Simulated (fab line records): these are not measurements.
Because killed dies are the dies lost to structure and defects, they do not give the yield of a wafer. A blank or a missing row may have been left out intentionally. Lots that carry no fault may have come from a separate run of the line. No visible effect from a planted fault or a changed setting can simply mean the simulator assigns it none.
Which tool was responsible? | flow nand-harc | Sampling: 24 lots, 72 wafers, 6 of 1302 route steps

== WHAT THE GAUGES READ, wafer by wafer ==
The record holds no reading of a measuring or inspecting step that can be judged against a usual standard deviation.

== EACH LOT AND THE TOOL THAT RAN IT (in order: tool; ch and the chambers of the sampled wafers; start) ==
lot  | NHARC_A_WL_FILL_STRIP_27             | NHARC_A_WL_FILL_CMP_12        | NHARC_A_CONTACT_DEP_24          | NHARC_A_CONTACT_DEP_28        | NHARC_A_CONTACT_ETCH_121             | NHARC_A_CONTACT_ETCH_90
L074 | plasma-asher-01 ch 0,1, day 20 14:45 | cmp-01 ch 0,1, day 21 06:29   | pecvd-01 ch 0,1,2, day 21 07:12 | acl-dep-02 ch 0, day 21 14:51 | har-cap-etch-03 ch 0,1, day 21 21:24 | rie-diel-10 ch 1,2,3, day 21 22:43
L077 | plasma-asher-01 ch 0,1, day 21 04:12 | cmp-03 ch 2,3, day 22 05:20   | pecvd-01 ch 0,1,2, day 22 05:53 | acl-dep-03 ch 0, day 22 07:55 | har-cap-etch-02 ch 0,1, day 22 15:19 | rie-diel-07 ch 0,1,3, day 22 16:37
L075 | plasma-asher-01 ch 0,1, day 21 08:19 | cmp-03 ch 0,1, day 22 02:46   | pecvd-04 ch 0,1,2, day 22 03:26 | acl-dep-02 ch 0, day 22 06:23 | har-cap-etch-01 ch 0,1, day 22 13:48 | rie-diel-10 ch 1,2,3, day 22 15:04
L076 | plasma-asher-02 ch 0,1, day 21 08:31 | cmp-01 ch 1,2,3, day 22 02:49 | pecvd-02 ch 0,1, day 22 03:25   | acl-dep-01 ch 0, day 22 05:08 | har-cap-etch-03 ch 0,1, day 22 13:53 | rie-diel-10 ch 1,2, day 22 15:12
L078 | plasma-asher-02 ch 0,1, day 21 21:18 | cmp-01 ch 0,2,3, day 22 15:13 | pecvd-04 ch 0,2, day 22 15:50   | acl-dep-02 ch 0, day 22 17:44 | har-cap-etch-02 ch 0,1, day 23 01:01 | rie-diel-10 ch 0,2,3, day 23 02:23
L079 | plasma-asher-02 ch 0,1, day 22 03:52 | cmp-02 ch 2,3, day 22 19:54   | pecvd-04 ch 0,1,2, day 22 20:31 | acl-dep-02 ch 0, day 23 02:52 | har-cap-etch-01 ch 0,1, day 23 10:47 | rie-diel-10 ch 1,2,3, day 23 12:06
L080 | plasma-asher-01 ch 0,1, day 22 04:01 | cmp-01 ch 0,2,3, day 22 19:52 | pecvd-01 ch 0,2, day 22 20:23   | acl-dep-01 ch 0, day 23 02:51 | har-cap-etch-03 ch 0,1, day 23 11:38 | rie-diel-10 ch 0,1,2, day 23 12:57
L081 | plasma-asher-02 ch 0,1, day 23 10:01 | cmp-01 ch 1,2, day 24 04:06   | pecvd-01 ch 0,1, day 24 04:44   | acl-dep-03 ch 0, day 24 09:13 | har-cap-etch-03 ch 0, day 24 18:59   | rie-diel-10 ch 0,1,2, day 24 20:19
L082 | plasma-asher-02 ch 0,1, day 23 10:11 | cmp-01 ch 2,3, day 24 03:57   | pecvd-02 ch 1,2, day 24 04:29   | acl-dep-02 ch 0, day 24 10:01 | har-cap-etch-02 ch 0,1, day 24 17:25 | rie-diel-10 ch 0,1,2, day 24 18:41
L085 | plasma-asher-02 ch 0,1, day 24 12:08 | cmp-03 ch 0,2,3, day 25 05:32 | pecvd-04 ch 0,1,2, day 25 06:05 | acl-dep-01 ch 0, day 25 07:25 | har-cap-etch-03 ch 0,1, day 25 15:57 | rie-diel-10 ch 0,1,2, day 25 17:17
L084 | plasma-asher-01 ch 0,1, day 24 12:18 | cmp-02 ch 2,3, day 25 05:31   | pecvd-01 ch 0,2, day 25 06:05   | acl-dep-02 ch 0, day 25 07:44 | har-cap-etch-02 ch 0,1, day 25 16:23 | rie-diel-07 ch 1,2,3, day 25 17:46
L083 | plasma-asher-01 ch 0,1, day 24 22:28 | cmp-01 ch 0,1,2, day 25 15:36 | pecvd-01 ch 0,1,2, day 25 16:13 | acl-dep-02 ch 0, day 25 18:11 | har-cap-etch-03 ch 0,1, day 26 02:16 | rie-diel-01 ch 0,1,3, day 26 03:31
L086 | plasma-asher-01 ch 0,1, day 25 09:07 | cmp-02 ch 0,1,3, day 26 01:18 | pecvd-01 ch 0,2, day 26 01:50   | acl-dep-01 ch 0, day 26 05:05 | har-cap-etch-03 ch 0,1, day 26 13:49 | rie-diel-01 ch 0,1,2, day 26 15:08
L087 | plasma-asher-01 ch 0,1, day 25 20:55 | cmp-01 ch 1,2,3, day 26 13:14 | pecvd-01 ch 0,1, day 26 13:51   | acl-dep-01 ch 0, day 26 15:44 | har-cap-etch-02 ch 0,1, day 26 23:08 | rie-diel-10 ch 0,3, day 27 00:22
L088 | plasma-asher-01 ch 0,1, day 26 18:49 | cmp-03 ch 1,3, day 27 15:20   | pecvd-04 ch 1,2, day 27 16:05   | acl-dep-03 ch 0, day 27 20:34 | har-cap-etch-02 ch 0,1, day 28 05:05 | rie-diel-10 ch 0,2, day 28 06:22
L090 | plasma-asher-02 ch 0,1, day 26 19:10 | cmp-03 ch 0,2,3, day 27 12:46 | pecvd-04 ch 1,2, day 27 13:29   | acl-dep-01 ch 0, day 27 15:31 | har-cap-etch-02 ch 0,1, day 27 22:47 | rie-diel-10 ch 1,2,3, day 28 00:03
L091 | plasma-asher-01 ch 0,1, day 26 22:30 | cmp-01 ch 1,2,3, day 27 12:54 | pecvd-02 ch 1,2, day 27 13:26   | acl-dep-02 ch 0, day 27 14:13 | har-cap-etch-03 ch 0,1, day 27 23:08 | rie-diel-10 ch 0,1,2, day 28 01:05
L089 | plasma-asher-02 ch 0,1, day 26 22:40 | cmp-01 ch 0,3, day 27 15:13   | pecvd-01 ch 0,2, day 27 15:44   | acl-dep-02 ch 0, day 27 18:31 | har-cap-etch-01 ch 0,1, day 28 03:10 | rie-diel-10 ch 1,2,3, day 28 04:29
L092 | plasma-asher-01 ch 1, day 27 23:05   | cmp-02 ch 0,2, day 28 15:21   | pecvd-02 ch 0,1,2, day 28 15:53 | acl-dep-02 ch 0, day 28 19:16 | har-cap-etch-01 ch 0,1, day 29 04:31 | rie-diel-07 ch 0,2,3, day 29 06:07
L094 | plasma-asher-01 ch 0,1, day 28 11:00 | cmp-01 ch 0,2,3, day 29 07:46 | pecvd-04 ch 0,1,2, day 29 08:19 | acl-dep-01 ch 0, day 29 08:56 | har-cap-etch-02 ch 0,1, day 29 17:35 | rie-diel-10 ch 0,1,2, day 29 18:54
L093 | plasma-asher-02 ch 0,1, day 28 13:45 | cmp-03 ch 2,3, day 29 05:11   | pecvd-04 ch 0,1,2, day 29 05:54 | acl-dep-03 ch 0, day 29 08:25 | har-cap-etch-01 ch 0,1, day 29 14:56 | rie-diel-07 ch 2,3, day 29 16:11
L095 | plasma-asher-02 ch 0,1, day 29 01:48 | cmp-03 ch 0,1,3, day 29 18:18 | pecvd-04 ch 1,2, day 29 18:53   | acl-dep-03 ch 0, day 29 21:04 | har-cap-etch-03 ch 0,1, day 30 05:55 | rie-diel-10 ch 0,1,2, day 30 07:16
L096 | plasma-asher-01 ch 0,1, day 29 15:36 | cmp-01 ch 0,1, day 30 07:27   | pecvd-04 ch 0,1,2, day 30 08:08 | acl-dep-02 ch 0, day 30 09:19 | har-cap-etch-03 ch 0,1, day 30 18:11 | rie-diel-01 ch 1,2,3, day 30 19:48
L097 | plasma-asher-02 ch 0,1, day 29 22:31 | cmp-01 ch 0,2, day 30 14:38   | pecvd-04 ch 0,1,2, day 30 15:14 | acl-dep-01 ch 0, day 30 16:29 | har-cap-etch-02 ch 0, day 31 00:35   | rie-diel-07 ch 0,1,2, day 31 01:53
- NHARC_A_WL_FILL_STRIP_27: strips in N2/H2, time 20 s.
- NHARC_A_WL_FILL_CMP_12: polishes, t overpolish 30 s, target thk 100 nm.
- NHARC_A_CONTACT_DEP_24: deposits SiO2, target thk 500 nm.
- NHARC_A_CONTACT_DEP_28: deposits aC, target thk 7000 nm.
- NHARC_A_CONTACT_ETCH_121: etches the open film in C4F8/O2/Ar, time 190 s, target depth 1850 nm.
- NHARC_A_CONTACT_ETCH_90: etches the open film in CH3F/O2, target depth 40 nm, time 85.7 s.

== AS READ BY THE TOOLS THEMSELVES (means over the sampled wafers that have a number; for cases with no such wafer, the mark the record gives instead) ==
NHARC_A_WL_FILL_STRIP_27.
lot  | tool            | drypump-motor-current-A (A) | heater-power-w (W)
L074 | plasma-asher-01 | 5.2                         | 357
L077 | plasma-asher-01 | 5.3                         | 344
L075 | plasma-asher-01 | 5.3                         | 350
L076 | plasma-asher-02 | 5.8                         | 333
L078 | plasma-asher-02 | 5.9                         | 335
L079 | plasma-asher-02 | 6.0                         | 344
L080 | plasma-asher-01 | 5.3                         | 347
L081 | plasma-asher-02 | 5.9                         | 336
L082 | plasma-asher-02 | 5.9                         | 333
L085 | plasma-asher-02 | 5.9                         | 334
L084 | plasma-asher-01 | 5.3                         | 344
L083 | plasma-asher-01 | 5.2                         | 346
L086 | plasma-asher-01 | 5.2                         | 350
L087 | plasma-asher-01 | 5.3                         | 342
L088 | plasma-asher-01 | 5.2                         | 350
L090 | plasma-asher-02 | 5.9                         | 351
L091 | plasma-asher-01 | 5.4                         | 341
L089 | plasma-asher-02 | 6.0                         | 351
L092 | plasma-asher-01 | 5.5                         | 331
L094 | plasma-asher-01 | 5.4                         | 339
L093 | plasma-asher-02 | 6.0                         | 356
L095 | plasma-asher-02 | 6.0                         | 349
L096 | plasma-asher-01 | 5.3                         | 341
L097 | plasma-asher-02 | 5.9                         | 347

NHARC_A_WL_FILL_CMP_12.
lot  | tool   | motor-current-A (A) | overpolish-run-s (s) | time-to-endpoint-s (s)
L074 | cmp-01 | 12.1                | 30.000               | 17.3
L077 | cmp-03 | 14.0                | 30.002               | 19.4
L075 | cmp-03 | 11.3                | 30.001               | 22.5
L076 | cmp-01 | 12.3                | 29.999               | 14.1
L078 | cmp-01 | 12.4                | 29.998               | 14.0
L079 | cmp-02 | 11.7                | 29.994               | 17.8
L080 | cmp-01 | 12.7                | 30.004               | 17.4
L081 | cmp-01 | 12.2                | 29.996               | 17.8
L082 | cmp-01 | 12.5                | 30.015               | 15.7
L085 | cmp-03 | 13.1                | 29.998               | 21.6
L084 | cmp-02 | 11.9                | 30.000               | 17.5
L083 | cmp-01 | 12.0                | 30.000               | 19.1
L086 | cmp-02 | 12.2                | 30.008               | 19.4
L087 | cmp-01 | 12.2                | 29.996               | 21.6
L088 | cmp-03 | 11.9                | 29.999               | 19.0
L090 | cmp-03 | 13.0                | 29.997               | 17.5
L091 | cmp-01 | 12.5                | 30.005               | 20.6
L089 | cmp-01 | 12.5                | 29.997               | 20.0
L092 | cmp-02 | 13.6                | 30.002               | 21.6
L094 | cmp-01 | 12.2                | 30.001               | 21.4
L093 | cmp-03 | 13.9                | 30.001               | 18.9
L095 | cmp-03 | 11.7                | 30.003               | 21.1
L096 | cmp-01 | 12.3                | 30.001               | 22.8
L097 | cmp-01 | 12.4                | 30.001               | 17.9

NHARC_A_CONTACT_DEP_24.
lot  | tool     | heater-power-w (W) | throttle-valve-pct (%)
L074 | pecvd-01 | 564                | 16.3
L077 | pecvd-01 | 518                | 16.0
L075 | pecvd-04 | 503                | 15.5
L076 | pecvd-02 | 488                | 16.0
L078 | pecvd-04 | 501                | 15.0
L079 | pecvd-04 | 532                | 15.4
L080 | pecvd-01 | 491                | 16.1
L081 | pecvd-01 | 474                | 16.1
L082 | pecvd-02 | 528                | 15.8
L085 | pecvd-04 | 566                | 15.7
L084 | pecvd-01 | 454                | 16.3
L083 | pecvd-01 | 513                | 16.2
L086 | pecvd-01 | 523                | 16.2
L087 | pecvd-01 | 515                | 16.0
L088 | pecvd-04 | 563                | 16.0
L090 | pecvd-04 | 501                | 15.9
L091 | pecvd-02 | 496                | 15.8
L089 | pecvd-01 | 510                | 16.6
L092 | pecvd-02 | 554                | 16.1
L094 | pecvd-04 | 564                | 15.6
L093 | pecvd-04 | 593                | 15.8
L095 | pecvd-04 | 560                | 16.1
L096 | pecvd-04 | 581                | 15.6
L097 | pecvd-04 | 552                | 15.6

NHARC_A_CONTACT_DEP_28.
lot  | tool       | throttle-valve-pct (%)
L074 | acl-dep-02 | 35.004
L077 | acl-dep-03 | 34.998
L075 | acl-dep-02 | 34.992
L076 | acl-dep-01 | 35.010
L078 | acl-dep-02 | 34.995
L079 | acl-dep-02 | 35.004
L080 | acl-dep-01 | 34.999
L081 | acl-dep-03 | 35.002
L082 | acl-dep-02 | 35.002
L085 | acl-dep-01 | 34.998
L084 | acl-dep-02 | 34.998
L083 | acl-dep-02 | 35.000
L086 | acl-dep-01 | 35.008
L087 | acl-dep-01 | 34.996
L088 | acl-dep-03 | 34.996
L090 | acl-dep-01 | 35.000
L091 | acl-dep-02 | 35.006
L089 | acl-dep-02 | 35.005
L092 | acl-dep-02 | 35.005
L094 | acl-dep-01 | 35.002
L093 | acl-dep-03 | 34.998
L095 | acl-dep-03 | 35.006
L096 | acl-dep-02 | 34.998
L097 | acl-dep-01 | 35.002

NHARC_A_CONTACT_ETCH_90.
lot  | tool        | drypump-motor-current-A (A) | oes-product-au (a.u.) | rf-vpp-V (V) | showerhead-plenum-p-Torr (Torr) | throttle-valve-pct (%)
L074 | rie-diel-10 | 5.78                        | 0.93                  | 243.3        | 2.39                            | 20.666
L077 | rie-diel-07 | 5.67                        | 0.92                  | 245.1        | 2.46                            | 20.661
L075 | rie-diel-10 | 5.80                        | 1.02                  | 243.6        | 2.39                            | 20.671
L076 | rie-diel-10 | 5.79                        | 0.94                  | 241.9        | 2.37                            | 20.666
L078 | rie-diel-10 | 5.79                        | 0.99                  | 243.0        | 2.32                            | 20.652
L079 | rie-diel-10 | 5.76                        | 0.94                  | 243.3        | 2.38                            | 20.662
L080 | rie-diel-10 | 5.71                        | 1.01                  | 242.6        | 2.38                            | 20.670
L081 | rie-diel-10 | 5.73                        | 1.02                  | 243.6        | 2.38                            | 20.664
L082 | rie-diel-10 | 5.71                        | 1.02                  | 243.0        | 2.38                            | 20.670
L085 | rie-diel-10 | 5.71                        | 1.01                  | 243.9        | 2.38                            | 20.666
L084 | rie-diel-07 | 5.85                        | 0.93                  | 244.0        | 2.41                            | 20.670
L083 | rie-diel-01 | 6.20                        | 1.00                  | 244.0        | 2.41                            | 20.663
L086 | rie-diel-01 | 6.06                        | 0.94                  | 244.3        | 2.38                            | 20.664
L087 | rie-diel-10 | 5.74                        | 0.93                  | 243.1        | 2.33                            | 20.651
L088 | rie-diel-10 | 5.71                        | 0.91                  | 242.6        | 2.31                            | 20.664
L090 | rie-diel-10 | 5.77                        | 0.92                  | 243.5        | 2.38                            | 20.658
L091 | rie-diel-10 | 5.70                        | 0.99                  | 243.4        | 2.37                            | 20.662
L089 | rie-diel-10 | 5.79                        | 0.91                  | 243.5        | 2.38                            | 20.670
L092 | rie-diel-07 | 5.54                        | 0.92                  | 245.3        | 2.52                            | 20.658
L094 | rie-diel-10 | 5.71                        | 0.92                  | 243.4        | 2.37                            | 20.663
L093 | rie-diel-07 | 5.79                        | 1.01                  | 246.5        | 2.56                            | 20.663
L095 | rie-diel-10 | 5.69                        | 0.98                  | 243.3        | 2.37                            | 20.662
L096 | rie-diel-01 | 6.32                        | 0.94                  | 242.9        | 2.38                            | 20.661
L097 | rie-diel-07 | 5.58                        | 1.00                  | 245.1        | 2.48                            | 20.656

== THE ANSWER, worked out from the rows above alone ==
Rule: the usual values come from the lots themselves. The widest of any qualifying gaps counts: lots, ordered by their means at a reading, are off when they make up no more than a third of the lots, leave a main group of 4 or more, and stand apart from it by 3 or more times the standard deviation of that group's means. If all means in a main group match to the digits the tables above print for the reading, that group is not used. A lot without any number at a reading at which 4 lots or more have one is off too. Where the step has rows for the other lots, those lots are counted as sound. The gauges are gone through in route order, then the tools' own readings, and for those a lot's mean is taken as printed above. At the first step where some lot is off, the reading lying furthest off is the one used; lots without a number count as furthest.
No lot is off at any reading shown: from this, nothing can be told.

== WHAT THE SIMULATOR PUT IN ==
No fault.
